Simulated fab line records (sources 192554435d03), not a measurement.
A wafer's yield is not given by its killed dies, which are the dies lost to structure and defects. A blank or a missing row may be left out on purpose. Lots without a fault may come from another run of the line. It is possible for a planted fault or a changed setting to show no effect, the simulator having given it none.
fab line records	flow n5-finfet	part 1 of 2: steps 1 to 4 of 6
record: lots: 24	wafers: 72	last-day: 19
route steps=1938 shown BEOL_M0_SAQP@653 BEOL_M0@731
lots that met no fault: taken from a fault-free run of the same line
start-h: hours from the record's first day to the start of the lot's first wafer shown	wait-h: how many hours have passed since the lot's step before this one	" as in the row above	L1.1+2: a single row standing in for several wafers	- no value, or no start was given	* or withheld: withheld	< > ~ a bound
route shown NAME@n: NAME is a module with steps in the file, n the number in the route of the first one	usual: mean/standard deviation taken from wafers without a fault	same: alike in all rows	chamber/n: place in a boat	sites: readings site by site	_std_site: standard deviation across them	_edge_site: inner sites' mean taken away from outer sites' mean	radius-mm: how far each site lies from the wafer's centre	mask NAME#n: copy n	behind: the most recent tool/chamber to have shaped the wafer	hold: what put the lot on hold/how long, in hours/how the hold closed	device: whichever transistor did not switch (one of n, p or np)	end of line: tests run on the same wafers once the route is complete	a step without rows: its recipe alone	killed: count of dies lost to structure and defects at first sort (not the wafer's yield)	map: a wafer's dies, x killed, . not, _ none there
set.NAME: the setting that was run; set.NAME@STEP: the one run at that earlier step	model.NAME: the simulator's own value behind a step, which no gauge read
a sample of lots followed through the steps of the route, with each step as a table and each wafer as a row
services: a tool's chamber out of use, with start hour (start-h, from the record's first day; less than 0 if before it), hours out, and reason
== steps ==
step: N5_BEOL_M0_SAQP_ETCH_83
recipe: chemistry: CF4	target: SiARC	target-depth-a: 390	mask-material: CAR-ArF	time-s: 65	ion-energy-ev: 80	pressure-mtorr: 40	source-w: 545	bias-w: 36	Ar_flow_sccm: 100	cf4-flow-sccm: 100	ends: cleared
usual: chamber-pressure-mTorr: 40.00/0.038	drypump-motor-current-A: 5.8/0.38	etch-rf-on-time-s: 64.8/1.1	oes-product-au: 0.66/0.058	rf-vpp-V: 184.4/1.1	showerhead-plenum-p-Torr: 2.17/0.056	throttle-valve-pct: 15.64/0.15
lot.wafer	tool	chamber	start-h	wait-h	chamber-pressure-mTorr	drypump-motor-current-A	etch-rf-on-time-s	oes-product-au	rf-hours-counter-h	rf-vpp-V	showerhead-plenum-p-Torr	throttle-valve-pct
L074.2	rie-diel-03	0	106.74	0.0	40.01	6.4	64.5	0.65	179	183.7	2.13	15.64
L074.3	"	3	"	"	40.03	5.6	64.5	0.62	182	183.7	2.13	15.69
L074.5	"	3	"	"	40.04	5.6	64.4	0.61	-	184.9	2.13	15.71
L075.3	rie-diel-05	2	112.81	0.0	40.03	5.7	65.5	0.63	180	185.7	2.21	15.83
L075.5	"	2	"	"	40.02	5.7	65.7	0.64	-	185.3	2.21	15.84
L075.6	"	3	"	"	39.95	5.7	63.6	0.75	-	185.4	2.26	15.49
L076.2	rie-diel-03	3	121.83	0.0	39.94	5.6	65.5	0.60	189	182.2	2.12	15.71
L076.4	"	3	"	"	39.97	5.6	65.2	0.61	-	183.6	2.12	15.71
L076.5	"	0	"	"	39.90	6.4	65.3	0.64	-	182.9	2.13	15.64
L077.2	rie-diel-03	3	127.58	0.0	40.02	5.6	65.0	0.61	191	185.2	2.12	15.72
L077.4	"	1	"	"	40.04	6.0	63.0	0.78	-	182.5	2.10	15.38
L077.5	"	3	"	"	39.97	5.6	64.7	0.61	-	184.0	2.12	15.72
L078.1	rie-diel-05	1	133.29	0.0	39.94	5.8	64.8	0.63	154	185.3	2.23	15.66
L078.3	"	3	"	"	39.98	5.7	62.6	0.75	38	185.4	2.26	15.49
L078.5	"	2	"	"	40.01	5.7	65.8	0.63	-	184.6	2.21	15.85
L079.3	rie-diel-05	3	136.33	0.0	40.02	5.7	62.6	0.76	39	185.6	2.26	15.51
L079.4	"	1	"	"	39.97	5.8	64.9	0.64	155	186.4	2.22	15.67
L079.6	"	2	"	"	40.01	5.7	65.3	0.63	-	185.4	2.21	15.84
L080.1	rie-diel-04	0	143.27	0.0	39.96	5.5	64.8	0.74	51	186.3	2.26	15.36
L080.3	"	3	"	"	39.98	6.5	66.7	0.61	164	185.2	2.14	15.56
L080.4	"	2	"	"	39.98	6.5	65.7	0.62	193	185.0	2.13	15.57
L081.1	rie-diel-03	3	151.80	0.0	39.97	5.6	64.4	0.60	200	183.6	2.12	15.74
L081.2	"	0	"	"	40.02	6.3	64.7	0.63	196	184.6	2.12	15.68
L081.5	"	1	"	"	40.05	6.0	62.9	0.77	-	183.4	2.10	15.38
L082.1	rie-diel-05	0	153.76	0.0	39.99	5.2	66.1	0.69	78	185.6	2.16	15.75
L082.3	"	1	"	"	40.03	5.8	65.5	0.63	160	184.8	2.22	15.68
L082.4	"	3	"	"	39.99	5.7	63.7	0.74	43	185.3	2.26	15.51
L083.1	rie-diel-05	1	163.03	0.0	40.03	5.8	65.2	0.63	162	185.4	2.22	15.70
L083.3	"	3	"	"	40.03	5.7	63.7	0.73	46	185.0	2.25	15.52
L083.6	"	3	"	"	39.95	5.7	64.1	0.72	-	186.3	2.26	15.53
L084.1	rie-diel-03	1	169.65	0.0	40.04	6.1	63.0	0.77	33	183.3	2.09	15.40
L084.3	"	0	"	"	40.04	6.4	64.6	0.63	201	183.6	2.12	15.70
L084.4	"	2	"	"	40.00	5.4	63.5	0.64	176	184.6	2.13	15.49
L086.1	rie-diel-05	2	178.37	0.0	40.02	5.7	65.8	0.61	198	183.8	2.21	15.86
L086.2	"	1	"	"	39.98	5.8	64.9	0.63	166	186.2	2.22	15.68
L086.6	"	2	"	"	40.01	5.7	66.2	0.62	-	186.3	2.21	15.86
L085.3	rie-diel-04	3	181.47	0.0	39.97	6.5	67.0	0.60	175	184.1	2.13	15.56
L085.4	"	1	"	"	40.07	6.2	67.1	0.64	145	183.1	2.14	15.79
L085.6	"	0	"	"	40.02	5.4	65.0	0.72	-	185.5	2.25	15.39
L087.3	rie-diel-05	0	184.71	0.0	39.97	5.2	65.5	0.68	87	183.8	2.16	15.78
L087.5	"	3	"	"	39.94	5.8	63.9	0.73	-	186.5	2.25	15.53
L087.6	"	0	"	"	40.00	5.3	65.7	0.68	-	181.9	2.16	15.76
L088.1	rie-diel-05	0	195.11	0.0	40.00	5.2	66.4	0.67	91	183.6	2.16	15.76
L088.3	"	2	"	"	40.01	5.7	65.7	0.62	204	184.0	2.21	15.89
L088.5	"	0	"	"	39.99	5.2	65.2	0.68	-	183.9	2.16	15.78
L089.3	rie-diel-05	0	200.20	0.0	40.00	5.2	65.1	0.68	92	183.9	2.16	15.78
L089.5	"	1	"	"	40.03	5.8	65.0	0.62	-	184.7	2.22	15.70
L089.6	"	0	"	"	39.89	5.2	65.5	0.68	-	184.6	2.16	15.79
L090.1	rie-diel-05	1	202.93	0.0	39.98	5.8	65.1	0.63	173	184.6	2.22	15.70
L090.2	"	3	"	"	39.96	5.7	63.2	0.72	58	185.9	2.25	15.53
L090.4	"	0	"	"	40.05	5.2	65.0	0.68	93	183.8	2.16	15.77
L091.1	rie-diel-03	0	205.69	0.0	39.97	6.4	64.8	0.62	212	184.4	2.12	15.71
L091.2	"	1	"	"	40.05	6.0	63.1	0.74	44	181.7	2.09	15.41
L091.4	"	2	"	"	40.04	5.5	63.7	0.63	187	182.6	2.13	15.48
L092.1	rie-diel-03	1	214.63	0.0	40.01	6.0	63.0	0.74	46	184.3	2.09	15.43
L092.2	"	0	"	"	39.98	6.4	64.5	0.62	214	183.1	2.12	15.71
L092.6	"	1	"	"	40.03	6.0	63.2	0.74	-	183.1	2.09	15.41
L093.1	rie-diel-03	0	219.70	0.0	39.99	6.4	65.0	0.62	216	184.3	2.12	15.71
L093.3	"	3	"	"	40.04	5.6	64.9	0.59	221	183.4	2.11	15.79
L093.6	"	2	"	"	40.05	5.4	63.6	0.64	-	183.8	2.13	15.51
L094.1	rie-diel-04	3	224.96	0.0	40.01	6.4	65.1	0.60	187	184.6	2.13	15.59
L094.3	"	1	"	"	39.97	6.2	64.8	0.64	158	183.5	2.14	15.81
L094.4	"	0	"	"	39.99	5.5	63.1	0.72	76	186.3	2.25	15.41
L095.1	rie-diel-04	0	235.16	0.0	40.05	5.4	64.0	0.71	79	183.6	2.25	15.40
L095.2	"	2	"	"	40.00	6.5	65.9	0.61	218	185.5	2.12	15.62
L095.5	"	1	"	"	39.98	6.2	65.9	0.64	-	182.8	2.14	15.81
L097.2	rie-diel-03	3	246.28	0.0	40.01	5.6	66.0	0.58	229	183.6	2.11	15.80
L097.5	"	2	"	"	39.95	5.4	64.3	0.62	-	182.7	2.12	15.52
L097.6	"	3	"	"	40.01	5.6	64.7	0.58	-	183.7	2.11	15.80
L096.1	rie-diel-04	1	249.36	0.0	40.01	6.2	66.0	0.63	165	183.7	2.13	15.83
L096.5	"	0	"	"	40.04	5.5	64.3	0.71	-	185.9	2.25	15.42
L096.6	"	1	"	"	39.96	6.2	65.5	0.63	-	183.0	2.13	15.82
step: N5_BEOL_M0_SAQP_MANDREL2_REMOVE_110
recipe: chemistry: HBr/Cl2/O2	bt-time-s: 10	target: a-Si	stop-on: SiCN	endpoint: OES-SiCl	over-etch-frac: 1	icp-w: 600	bias-w: 30	HBr_flow_sccm: 150	Cl2_flow_sccm: 80	O2_flow_sccm: 5	pressure-mtorr: 10
usual: chamber-pressure-mTorr: 10.000/0.009	drypump-motor-current-A: 5.7/0.43	oes-product-au: 1.009/0.017	throttle-valve-pct: 36.90/0.19
same: bt-time-s: 10
lot.wafer	tool	chamber	start-h	wait-h	chamber-pressure-mTorr	drypump-motor-current-A	oes-product-au	rf-hours-counter-h	throttle-valve-pct
L074.2	rie-si-05	0	110.49	0.1	9.995	5.7	0.977	2	37.01
L074.3	"	1	"	"	10.006	6.6	0.995	69	36.76
L074.5	"	2	"	"	10.007	5.4	0.996	-	37.08
L075.3	rie-si-02	2	116.51	0.1	9.984	5.8	1.017	47	36.49
L075.5	"	0	"	"	9.996	6.3	0.999	-	37.20
L075.6	"	3	"	"	10.011	5.5	1.014	-	36.91
L076.2	rie-si-05	0	125.12	0.1	10.013	5.7	0.978	2	36.98
L076.4	"	0	"	"	10.003	5.7	0.990	-	36.99
L076.5	"	1	"	"	10.008	6.6	1.001	-	36.78
L077.2	rie-si-02	1	130.76	0.1	9.995	5.3	0.992	8	36.87
L077.4	"	3	"	"	9.992	5.5	1.030	1	36.92
L077.5	"	2	"	"	9.993	5.8	1.039	-	36.49
L078.1	rie-si-02	3	136.59	0.1	9.986	5.5	1.036	1	36.93
L078.3	"	0	"	"	10.010	6.3	0.997	41	37.19
L078.5	"	1	"	"	10.002	5.3	0.975	-	36.88
L079.3	rie-si-05	1	139.51	0.1	9.993	6.6	1.019	70	36.77
L079.4	"	3	"	"	9.993	5.3	1.034	-	36.91
L079.6	"	2	"	"	10.018	5.4	1.017	-	37.09
L080.1	rie-si-02	1	146.79	0.1	9.990	5.3	0.991	8	36.90
L080.3	"	0	"	"	10.015	6.4	0.996	41	37.17
L080.4	"	3	"	"	10.002	5.5	1.022	1	36.93
L081.1	rie-si-04	3	154.97	0.1	10.009	5.4	0.991	58	36.99
L081.2	"	2	"	"	9.999	5.6	1.000	81	36.70
L081.5	"	2	"	"	10.001	5.6	1.009	-	36.70
L082.1	rie-si-02	1	157.11	0.1	9.996	5.3	0.985	8	36.90
L082.3	"	0	"	"	10.004	6.3	1.004	41	37.17
L082.4	"	1	"	"	9.988	5.3	0.994	-	36.88
L083.1	rie-si-05	0	166.24	0.1	9.987	5.7	0.986	3	36.98
L083.3	"	2	"	"	10.016	5.4	1.006	17	37.07
L083.6	"	3	"	"	10.003	5.3	1.027	-	36.92
L084.1	rie-si-05	0	173.17	0.1	9.989	5.7	0.985	3	36.99
L084.3	"	2	"	"	10.005	5.4	1.022	17	37.08
L084.4	"	3	"	"	9.998	5.3	1.020	106	36.92
L086.1	rie-si-05	2	185.23	0.1	9.996	5.4	0.999	17	37.06
L086.2	"	3	"	"	10.003	5.3	1.023	106	36.90
L086.6	"	3	"	"	10.003	5.3	1.019	-	36.92
L085.3	rie-si-02	0	188.30	0.1	10.009	6.4	1.007	42	37.17
L085.4	"	2	"	"	10.001	5.8	1.022	48	36.50
L085.6	"	3	"	"	10.014	5.5	1.023	-	36.94
L087.3	rie-si-04	0	191.15	0.1	10.001	5.6	1.034	8	36.79
L087.5	"	1	"	"	10.012	5.1	1.017	-	37.13
L087.6	"	0	"	"	10.003	5.6	1.036	-	36.81
L088.1	rie-si-04	2	198.48	0.1	9.983	5.6	1.009	82	36.70
L088.3	"	1	"	"	10.010	5.1	1.022	141	37.13
L088.5	"	3	"	"	10.015	5.4	0.990	-	36.98
L089.3	rie-si-05	2	204.43	0.1	9.986	5.4	1.012	18	37.07
L089.5	"	2	"	"	9.997	5.4	1.020	-	37.06
L089.6	"	1	"	"	9.999	6.6	1.011	-	36.75
L090.1	rie-si-04	2	206.65	0.1	10.001	5.6	1.005	82	36.73
L090.2	"	1	"	"	10.004	5.1	1.007	141	37.13
L090.4	"	3	"	"	10.009	5.4	0.993	59	36.99
L091.1	rie-si-05	3	209.41	0.1	9.994	5.3	1.026	106	36.92
L091.2	"	1	"	"	10.005	6.5	1.003	71	36.77
L091.4	"	0	"	"	9.999	5.7	0.999	4	36.99
L092.1	rie-si-02	3	217.84	0.1	9.997	5.5	1.027	3	36.93
L092.2	"	0	"	"	9.997	6.3	1.006	42	37.20
L092.6	"	3	"	"	9.994	5.5	1.028	-	36.91
L093.1	rie-si-02	0	223.43	0.1	10.000	6.4	1.014	42	37.20
L093.3	"	2	"	"	9.993	5.8	1.028	48	36.49
L093.6	"	1	"	"	9.996	5.3	0.980	-	36.89
L094.1	rie-si-02	3	228.35	0.1	10.011	5.5	1.027	3	36.92
L094.3	"	0	"	"	9.990	6.4	0.998	42	37.20
L094.4	"	1	"	"	10.006	5.3	0.993	10	36.90
L095.1	rie-si-05	2	239.04	0.1	9.995	5.4	1.013	18	37.06
L095.2	"	0	"	"	9.994	5.7	0.985	4	36.98
L095.5	"	3	"	"	9.995	5.3	1.017	-	36.91
L097.2	rie-si-02	3	249.92	0.1	10.007	5.5	1.021	3	36.95
L097.5	"	2	"	"	10.002	5.8	1.021	-	36.51
L097.6	"	1	"	"	9.997	5.3	0.994	-	36.88
L096.1	rie-si-05	3	254.89	0.1	10.009	5.3	1.016	107	36.92
L096.5	"	2	"	"	10.001	5.4	1.009	-	37.07
L096.6	"	3	"	"	10.012	5.3	1.009	-	36.92
step: N5_BEOL_M0_ALD_136
recipe: material: TaN	target-thk-a: *	temp-c: 275	ald-precursor-family: PDMAT	ald-co-reactant: NH3	pressure-torr: 3	carrier-flow-sccm: 1500	pulse-time-s: 2	purge-time-s: 3	co-reactant-purge-time-s: 2	co-reactant-pulse-time-s: 3	ald-cycles: 30	precursor-vessel-temp-c: 75	precursor-vessel-pressure-torr: 26.25	precursor-vessel-carrier-sccm: 1000
usual: heater-power-w: 423/37
lot.wafer	tool	chamber	start-h	wait-h	heater-power-w	since-wet-clean-h
L074.2	ald-metal-01	1	115.05	0.1	412	4393
L074.3	"	3	"	"	456	4393
L074.5	"	1	"	"	397	-
L075.3	ald-metal-01	3	121.64	0.0	454	4400
L075.5	"	3	"	"	461	-
L075.6	"	2	"	"	426	-
L076.2	ald-metal-01	2	131.26	0.1	419	4410
L076.4	"	1	"	"	402	-
L076.5	"	0	"	"	406	-
L077.2	ald-metal-04	0	135.41	0.0	417	5952
L077.4	"	3	"	"	420	5952
L077.5	"	2	"	"	359	-
L078.1	ald-metal-03	2	141.51	0.0	396	2881
L078.3	"	3	"	"	456	2881
L078.5	"	0	"	"	500	-
L079.3	ald-metal-04	1	144.94	0.1	384	5962
L079.4	"	2	"	"	353	5962
L079.6	"	1	"	"	391	-
L080.1	ald-metal-01	3	151.57	0.0	450	4430
L080.3	"	1	"	"	405	4430
L080.4	"	2	"	"	439	4430
L082.1	ald-metal-01	1	163.39	0.0	408	4442
L082.3	"	2	"	"	418	4442
L082.4	"	0	"	"	403	4442
L081.1	ald-metal-03	0	163.50	0.0	511	2903
L081.2	"	2	"	"	416	2903
L081.5	"	2	"	"	408	-
L083.1	ald-metal-01	3	170.56	0.0	446	4449
L083.3	"	0	"	"	403	4449
L083.6	"	3	"	"	451	-
L084.1	ald-metal-04	0	178.79	0.0	410	5996
L084.3	"	2	"	"	363	5996
L084.4	"	3	"	"	422	5996
L086.1	ald-metal-03	2	191.97	0.0	391	2932
L086.2	"	0	"	"	507	2932
L086.6	"	2	"	"	392	-
L085.3	ald-metal-01	1	192.44	0.1	402	4471
L085.4	"	3	"	"	456	4471
L085.6	"	2	"	"	423	-
L087.3	ald-metal-03	3	199.87	0.0	455	2940
L087.5	"	1	"	"	395	-
L087.6	"	2	"	"	398	-
L088.1	ald-metal-04	1	201.76	0.0	384	6019
L088.3	"	3	"	"	411	6019
L088.5	"	1	"	"	392	-
L089.3	ald-metal-04	3	208.69	0.1	418	6025
L089.5	"	0	"	"	407	-
L089.6	"	3	"	"	421	-
L091.1	ald-metal-01	2	214.15	0.0	436	4492
L091.2	"	3	"	"	457	4492
L091.4	"	0	"	"	410	4492
L090.1	ald-metal-04	3	214.33	0.1	430	6031
L090.2	"	0	"	"	417	6031
L090.4	"	2	"	"	356	6031
L092.1	ald-metal-03	1	224.15	0.0	391	2964
L092.2	"	3	"	"	464	2964
L092.6	"	1	"	"	400	-
L093.1	ald-metal-03	3	227.96	0.0	462	2968
L093.3	"	0	"	"	510	2968
L093.6	"	2	"	"	396	-
L094.1	ald-metal-03	1	234.89	0.0	403	2975
L094.3	"	0	"	"	511	2975
L094.4	"	3	"	"	458	2975
L095.1	ald-metal-03	0	242.54	0.1	493	2982
L095.2	"	3	"	"	452	2982
L095.5	"	2	"	"	395	-
L097.2	ald-metal-03	2	254.75	0.3	412	2995
L097.5	"	3	"	"	463	-
L097.6	"	0	"	"	504	-
L096.1	ald-metal-03	3	259.60	0.0	458	2999
L096.5	"	3	"	"	456	-
L096.6	"	0	"	"	522	-
step: N5_BEOL_M0_SPUTTER_116
recipe: material: Cu	target-thk-a: 40	temp-c: -20	chamber-pressure-pa: 0.07	power-w: withheld	time-s: 7.37
usual: throttle-valve-pct: 29.5/0.94
lot.wafer	tool	chamber	start-h	wait-h	throttle-valve-pct
L074.2	pvd-sputter-02	-	115.80	0.1	28.0
L074.3	"	-	"	"	30.0
L074.5	"	-	"	"	28.2
L075.3	pvd-sputter-03	-	123.44	1.4	29.9
L075.5	"	-	"	"	29.3
L075.6	"	-	"	"	29.8
L076.2	pvd-sputter-01	-	132.04	0.1	29.8
L076.4	"	-	"	"	28.4
L076.5	"	-	"	"	30.4
L077.2	pvd-sputter-01	-	135.80	0.1	28.6
L077.4	"	-	"	"	30.3
L077.5	"	-	"	"	30.1
L078.1	pvd-sputter-02	-	141.95	0.1	27.9
L078.3	"	-	"	"	30.1
L078.5	"	-	"	"	29.9
L079.3	pvd-sputter-01	-	146.36	0.7	29.5
L079.4	"	-	"	"	29.9
L079.6	"	-	"	"	28.6
L080.1	pvd-sputter-03	-	152.35	0.1	29.8
L080.3	"	-	"	"	31.8
L080.4	"	-	"	"	29.6
L082.1	pvd-sputter-01	-	164.00	0.1	29.5
L082.3	"	-	"	"	29.9
L082.4	"	-	"	"	28.2
L081.1	pvd-sputter-01	-	164.52	0.4	29.6
L081.2	"	-	"	"	28.7
L081.5	"	-	"	"	28.8
L083.1	pvd-sputter-02	-	171.87	0.9	30.2
L083.3	"	-	"	"	30.0
L083.6	"	-	"	"	30.0
L084.1	pvd-sputter-01	-	179.27	0.2	28.5
L084.3	"	-	"	"	30.2
L084.4	"	-	"	"	29.6
L086.1	pvd-sputter-03	-	192.60	0.2	29.6
L086.2	"	-	"	"	29.5
L086.6	"	-	"	"	29.6
L085.3	pvd-sputter-03	-	193.14	0.1	29.5
L085.4	"	-	"	"	29.4
L085.6	"	-	"	"	31.6
L087.3	pvd-sputter-02	-	200.26	0.1	29.9
L087.5	"	-	"	"	27.9
L087.6	"	-	"	"	30.0
L088.1	pvd-sputter-02	-	202.26	0.1	28.8
L088.3	"	-	"	"	29.8
L088.5	"	-	"	"	27.7
L089.3	pvd-sputter-01	-	209.34	0.1	30.5
L089.5	"	-	"	"	30.3
L089.6	"	-	"	"	29.6
L091.1	pvd-sputter-03	-	214.65	0.1	29.5
L091.2	"	-	"	"	29.7
L091.4	"	-	"	"	31.8
L090.1	pvd-sputter-01	-	215.00	0.2	29.4
L090.2	"	-	"	"	30.2
L090.4	"	-	"	"	29.9
L092.1	pvd-sputter-01	-	226.31	1.7	28.5
L092.2	"	-	"	"	30.2
L092.6	"	-	"	"	29.4
L093.1	pvd-sputter-03	-	230.24	0.1	29.5
L093.3	"	-	"	"	32.1
L093.6	"	-	"	"	32.4
L094.1	pvd-sputter-02	-	235.36	0.1	28.5
L094.3	"	-	"	"	29.6
L094.4	"	-	"	"	29.8
L095.1	pvd-sputter-02	-	244.54	1.1	30.0
L095.2	"	-	"	"	27.9
L095.5	"	-	"	"	29.8
L097.2	pvd-sputter-01	-	255.41	0.2	28.5
L097.5	"	-	"	"	29.9
L097.6	"	-	"	"	28.3
L096.1	pvd-sputter-02	-	260.58	0.4	30.0
L096.5	"	-	"	"	27.7
L096.6	"	-	"	"	29.9
